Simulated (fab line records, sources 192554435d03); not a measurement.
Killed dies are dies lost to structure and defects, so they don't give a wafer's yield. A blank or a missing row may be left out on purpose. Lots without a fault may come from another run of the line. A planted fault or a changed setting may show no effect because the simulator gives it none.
fab line records | flow n5_finfet
record lots=10 wafers=30 last_day=17
route steps=1938 shown BEOL_M0@745 BEOL_M1@751 BEOL_M4@1111
lots that met no fault: from a run of the same line without faults
start_h: hours from the record's first day to the start of the lot's first wafer shown | wait_h: hours since the lot's step before | " the same as in the row above | L1.1+2: a row that stands for several wafers | - no value, or no start given | * or withheld: withheld | < > ~ a bound
route shown NAME@n: a module of which the file shows steps, and the number in the route of the first | usual: mean/standard deviation of fault-free wafers | same: alike in all rows | chamber/n: place in a boat | sites: the reading at each site | _std_site: their standard deviation | _edge_site: outer sites' mean less inner sites' | radius_mm: how far each site lies from the wafer's centre | mask NAME#n: copy n | behind: the tool/chamber that last shaped the wafer | hold: why the lot was held/for how many hours/how that ended | device: the transistor (n, p or np) that didn't switch | end of line: the same wafers' tests at the end of the route | a step without rows: its recipe alone | killed: dies lost to structure and defects at the first sort, not the wafer's yield | map: a wafer's dies, x killed, . not, _ none there
set.NAME: the setting as run; set.NAME@STEP: as run at that earlier step | model.NAME: the simulator's own value behind a step, which no gauge read
steps of the route over a sample of lots; a table a step, a row a wafer
services: from which hour (start_h, from the record's first day; less than 0 if before it) a tool's chamber was out of use, for how many hours, and why
## steps
# step N5_BEOL_M0_PRE_CLEAN_131
# recipe gas=NH3/H2 time_s=15 temp_c=* rf_power_w=300
# usual heater_power_w=79/16 rf_fwd_power_W=296.5/1.2
# columns lot.wafer tool chamber start_h wait_h heater_power_w rf_fwd_power_W
L556.1 cvd_co-01 0 120.49 0.0 75 295.6
L556.2 " 1 " " 115 296.9
L556.3 " 2 " " 70 295.8
L564.2 cvd_co-01 2 173.86 0.0 72 295.9
L564.5 " 2 " " 75 296.8
L564.6 " 0 " " 73 295.4
L565.1 cvd_co-01 1 176.67 0.0 112 297.6
L565.3 " 0 " " 75 294.8
L565.5 " 0 " " 75 296.1
L567.3 cvd_co-02 2 194.71 0.0 81 297.3
L567.4 " 0 " " 76 295.9
L567.5 " 2 " " 81 295.7
L568.2 cvd_co-02 1 200.17 0.0 59 296.3
L568.5 " 0 " " 73 295.2
L568.6 " 2 " " 84 296.5
L569.3 cvd_co-02 2 201.02 0.0 81 294.1
L569.5 " 1 " " 59 295.7
L569.6 " 2 " " 82 294.4
L573.1 cvd_co-01 0 218.53 0.0 74 297.0
L573.5 " 0 " " 74 296.7
L573.6 " 1 " " 115 298.5
L572.1 cvd_co-02 1 224.65 0.0 60 297.5
L572.3 " 1 " " 59 298.4
L572.5 " 1 " " 62 297.6
L574.1 cvd_co-02 0 231.25 0.0 74 294.1
L574.2 " 1 " " 60 299.3
L574.3 " 1 " " 60 296.8
L578.2 cvd_co-02 0 250.95 0.0 77 295.8
L578.4 " 2 " " 81 295.8
L578.6 " 1 " " 60 296.1
# step N5_BEOL_M1_ILD_DEP_00
# recipe material=SiOC target_thk_a=790 temp_c=350 precursor=DEMS/O2 pressure_torr=5 rf_w=500 time_s=15.3
# usual chamber_pressure_Torr=4.999/0.013 heater_power_w=498/74 rf_fwd_power_W=493.3/2.1 showerhead_plenum_p_Torr=5.700/0.013 throttle_valve_pct=11.9/0.57
# columns lot.wafer tool chamber start_h wait_h chamber_pressure_Torr heater_power_w rf_fwd_power_W showerhead_plenum_p_Torr throttle_valve_pct
L556.1 pecvd-01 0 120.79 0.0 4.991 402 495.7 5.698 11.7
L556.2 " 1 " " 5.009 457 490.3 5.707 12.0
L556.3 " 2 " " 4.999 504 495.3 5.709 11.4
L564.2 pecvd-02 2 174.15 0.0 5.015 630 492.6 5.674 12.5
L564.5 " 0 " " 4.924 472 492.2 5.693 12.6
L564.6 " 2 " " 5.005 625 492.2 5.701 12.6
L565.1 pecvd-02 2 176.95 0.0 4.984 599 492.5 5.675 12.4
L565.3 " 0 " " 5.009 479 490.9 5.687 12.7
L565.5 " 0 " " 4.974 491 492.0 5.685 12.4
L567.3 pecvd-03 1 195.01 0.0 4.975 650 493.9 5.704 12.7
L567.4 " 0 " " 5.005 486 493.0 5.681 10.7
L567.5 " 1 " " 4.996 643 491.9 5.671 12.2
L568.2 pecvd-01 1 200.46 0.0 5.016 487 490.7 5.722 12.1
L568.5 " 0 " " 4.994 382 494.8 5.709 11.6
L568.6 " 1 " " 5.013 483 489.1 5.691 11.8
L569.3 pecvd-02 0 201.30 0.0 4.987 403 491.7 5.697 12.6
L569.5 " 0 " " 4.976 413 491.8 5.683 12.4
L569.6 " 1 " " 5.005 551 494.8 5.688 12.8
L573.1 pecvd-03 1 218.83 0.0 4.991 600 489.4 5.691 12.3
L573.5 " 1 " " 5.004 608 489.5 5.696 12.1
L573.6 " 2 " " 4.999 514 493.1 5.709 12.1
L572.1 pecvd-02 0 224.99 0.0 5.001 475 493.0 5.679 12.4
L572.3 " 1 " " 5.001 536 493.4 5.707 12.6
L572.5 " 1 " " 5.000 539 494.4 5.689 12.7
L574.1 pecvd-03 0 231.59 0.0 4.983 549 494.0 5.700 10.3
L574.2 " 1 " " 5.004 685 492.4 5.688 12.4
L574.3 " 2 " " 4.994 579 495.8 5.706 11.9
L578.2 pecvd-01 2 251.24 0.0 4.998 483 494.8 5.707 11.3
L578.4 " 2 " " 5.002 498 492.5 5.709 11.3
L578.6 " 0 " " 4.973 437 497.6 5.700 11.4
# step N5_BEOL_M1_INSPECT_13
# recipe mode=adi inspect_instrument=brightfield
# usual raw_defect_count=369/94
# columns lot.wafer tool chamber start_h wait_h raw_defect_count
L556.1 defect_inspect-01 - 121.43 0.1 314
L556.2 " - " " 294
L556.3 " - " " 308
L564.2 defect_inspect-01 - 176.63 0.0 432
L564.5 " - " " 436
L564.6 " - " " 300
L565.1 defect_inspect-02 - 178.14 0.1 399
L565.3 " - " " 269
L565.5 " - " " 367
L567.3 defect_inspect-01 - 196.04 0.0 486
L567.4 " - " " 290
L567.5 " - " " 322
L568.2 defect_inspect-01 - 201.46 0.0 490
L568.5 " - " " 596
L568.6 " - " " 525
L569.3 defect_inspect-02 - 203.90 0.0 425
L569.5 " - " " 433
L569.6 " - " " 282
L573.1 defect_inspect-02 - 219.88 0.1 484
L573.5 " - " " 393
L573.6 " - " " 324
L572.1 defect_inspect-02 - 226.63 0.1 288
L572.3 " - " " 302
L572.5 " - " " 333
L574.1 defect_inspect-02 - 233.13 0.1 259
L574.2 " - " " 279
L574.3 " - " " 379
L578.2 defect_inspect-02 - 252.39 0.0 401
L578.4 " - " " 340
L578.6 " - " " 492
# step N5_BEOL_M1_COAT_67
# recipe resist=SOC temp_c=250 time_s=60 spin_rpm=1500 resist_thk_nm=60
# usual heater_power_total_W=500.2/1.8 plate_temp_C=249.97/0.19 resist_line_temp_C=23.00/0.11
# columns lot.wafer tool chamber start_h wait_h heater_power_total_W plate_temp_C resist_line_temp_C
L556.1 litho_track-01 0 121.99 0.0 502.5 250.21 22.95
L556.2 " 0 " " 501.7 249.69 23.05
L556.3 " 0 " " 498.6 250.13 22.91
L564.2 litho_track-04 0 177.32 0.0 498.3 249.89 22.90
L564.5 " 0 " " 497.4 250.02 22.83
L564.6 " 0 " " 502.2 250.03 22.90
L565.1 litho_track-01 0 178.64 0.0 502.2 250.02 23.06
L565.3 " 0 " " 500.5 249.93 23.00
L565.5 " 0 " " 501.3 249.98 23.06
L567.3 litho_track-04 0 196.63 0.0 500.2 250.19 22.94
L567.4 " 0 " " 497.3 249.97 23.03
L567.5 " 0 " " 498.9 249.93 22.95
L568.2 litho_track-04 0 201.96 0.0 473.0 238.46 23.20
L568.5 " 0 " " 473.1 238.15 23.05
L568.6 " 0 " " 472.3 238.20 22.95
L569.3 litho_track-04 0 204.40 0.0 471.3 237.77 23.19
L569.5 " 0 " " 470.3 237.91 23.08
L569.6 " 0 " " 471.8 238.07 23.12
L573.1 litho_track-01 0 220.46 0.0 498.3 250.29 23.08
L573.5 " 0 " " 501.8 250.30 22.97
L573.6 " 0 " " 500.2 250.35 23.23
L572.1 litho_track-04 0 227.15 0.0 471.4 238.54 22.93
L572.3 " 0 " " 470.3 238.47 22.99
L572.5 " 0 " " 472.3 238.49 23.15
L574.1 litho_track-01 0 233.66 0.0 498.9 249.95 23.17
L574.2 " 0 " " 499.0 250.03 23.13
L574.3 " 0 " " 500.2 250.01 23.03
L578.2 litho_track-02 0 253.64 0.0 497.6 249.78 22.99
L578.4 " 0 " " 498.5 249.68 22.75
L578.6 " 0 " " 498.6 249.97 23.10
# step N5_BEOL_M4_RC_MEAS_101
# usual DIBL_N=36.4/1.5 DIBL_P=36.6/1.9 IOFF_N=0.155/0.021 IOFF_P=0.211/0.028 ION_N=671/8.6 ION_P=462/5.8 SS_N=71.5/0.5 SS_P=73.4/0.58 VT_N=250.1/2.4 VT_P=-250.1/3
# columns lot.wafer tool chamber start_h wait_h DIBL_N[mV/V] DIBL_P[mV/V] IOFF_N[nA/um] IOFF_P[nA/um] ION_N[uA/um] ION_P[uA/um] SS_N[mV/dec] SS_P[mV/dec] VT_N[mV] VT_P[mV]
L556.1 prober-02 0 167.86 0.0 35.7 35.0 0.134 0.193 674 457 71.2 72.5 250.6 -250.8
L556.2 " 0 " " 35.3 35.4 0.138 0.200 667 464 71.4 72.0 248.9 -251.9
L556.3 " 0 " " 35.8 34.5 0.142 0.189 685 461 71.5 72.8 250.2 -252.8
L564.2 prober-01 0 214.80 0.2 35.8 36.1 0.159 0.205 677 461 71.3 73.3 249.3 -251.5
L564.5 " 0 " " 37.2 38.0 0.187 0.236 683 462 71.7 73.5 245.6 -248.7
L564.6 " 0 " " 34.7 35.6 0.134 0.195 658 456 70.5 73.3 251.4 -252.2
L565.1 prober-02 0 224.30 0.0 37.3 36.8 0.157 0.208 676 460 71.5 73.1 250.6 -246.9
L565.3 " 0 " " 36.9 34.5 0.142 0.175 670 454 71.5 72.3 249.8 -251.8
L565.5 " 0 " " 38.4 37.2 0.170 0.222 679 466 71.0 73.1 250.6 -248.8
L568.2 prober-01 0 236.81 0.2 34.5 32.8 0.128 0.193 666 461 70.5 73.8 250.2 -249.4
L568.5 " 0 " " 38.3 37.4 0.196 0.279 681 475 71.3 73.9 242.4 -240.7
L568.6 " 0 " " 37.3 35.7 0.183 0.255 686 479 72.2 73.6 245.2 -242.6
L567.3 prober-02 0 237.28 0.3 38.7 38.5 0.179 0.225 667 459 71.6 74.1 249.6 -251.0
L567.4 " 0 " " 37.9 37.2 0.162 0.197 675 458 72.3 73.1 250.2 -252.6
L567.5 " 0 " " 35.8 34.8 0.128 0.170 660 449 71.3 73.0 255.4 -253.6
L569.3 prober-01 0 244.51 0.3 36.8 35.7 0.153 0.200 669 461 71.3 73.3 250.2 -250.9
L569.5 " 0 " " 36.4 34.3 0.132 0.178 669 457 71.5 72.7 254.0 -251.9
L569.6 " 0 " " 37.2 35.9 0.162 0.203 672 461 72.4 72.8 247.5 -250.6
L573.1 prober-01 0 268.67 0.0 37.4 37.4 0.165 0.216 673 456 72.4 73.7 249.8 -250.1
L573.5 " 0 " " 37.3 37.3 0.157 0.215 661 459 72.3 73.1 250.2 -250.8
L573.6 " 0 " " 37.6 37.9 0.167 0.225 669 466 71.7 73.4 250.1 -247.8
L572.1 prober-01 0 273.76 0.0 37.7 37.4 0.158 0.238 669 463 72.0 73.7 249.9 -249.9
L572.3 " 0 " " 37.2 37.2 0.149 0.240 665 462 71.5 73.4 249.9 -250.2
L572.5 " 0 " " 38.2 38.3 0.169 0.260 671 471 71.9 73.4 249.4 -246.3
L574.1 prober-02 0 277.96 0.0 36.0 38.0 0.171 0.222 670 463 71.5 73.3 250.0 -248.7
L574.2 " 0 " " 34.9 37.0 0.152 0.204 670 466 71.0 72.7 250.4 -249.4
L574.3 " 0 " " 35.9 38.0 0.169 0.232 677 467 71.0 73.0 249.7 -247.9
L578.2 prober-01 0 297.41 0.2 32.6 33.7 0.128 0.168 670 469 71.4 72.8 252.5 -250.6
L578.4 " 0 " " 34.9 35.5 0.152 0.209 677 471 71.3 73.7 249.9 -246.6
L578.6 " 0 " " 34.2 34.8 0.143 0.188 679 467 71.7 73.1 251.6 -253.1
## services
# columns tool chamber start_h hours kind
pecvd-02 0 108.97 2.1 scheduled_down
cvd_co-02 0 110.36 13.9 repair
litho_track-04 - 122.55 - consumable_replace:filter
cvd_co-02 1 124.28 - clean
cvd_co-02 1 124.28 22.0 scheduled_down
cvd_co-02 1 124.28 22.0 vent_cycle
pecvd-03 0 146.35 2.8 repair
pecvd-03 - 149.62 1.8 repair
pecvd-03 1 167.13 2.1 scheduled_down
pecvd-02 2 202.38 - clean
pecvd-02 2 202.38 - consumable_replace:showerhead
pecvd-02 2 202.38 29.0 scheduled_down
pecvd-02 2 202.38 29.0 vent_cycle
cvd_co-02 - 209.17 1.3 repair
pecvd-01 2 232.62 4.2 repair
cvd_co-01 - 247.06 14.6 pm
pecvd-02 2 252.90 2.1 scheduled_down
## key
first_sign step=N5_BEOL_M1_COAT_67 reading=plate_temp_C direction=down sigmas=63 usual=* struck=*
effect step=N5_BEOL_M1_COAT_67 reading=heater_power_total_W direction=down sigmas=16 usual=* struck=*
met_at N5_BEOL_M1_COAT_67
struck_lots L568,L569,L572
not_acting_at N5_BEOL_M0_PRE_CLEAN_131,N5_BEOL_M1_ILD_DEP_00,N5_BEOL_M1_INSPECT_13
onset_between 196.63 201.96
fault kind=process_parameter_drift tool=litho_track-04 chamber=- onset_h=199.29 steps=N5_BEOL_M1_COAT_67 channel=temp_c offset=* shape=step end_h=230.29 acts_in=* stated=*
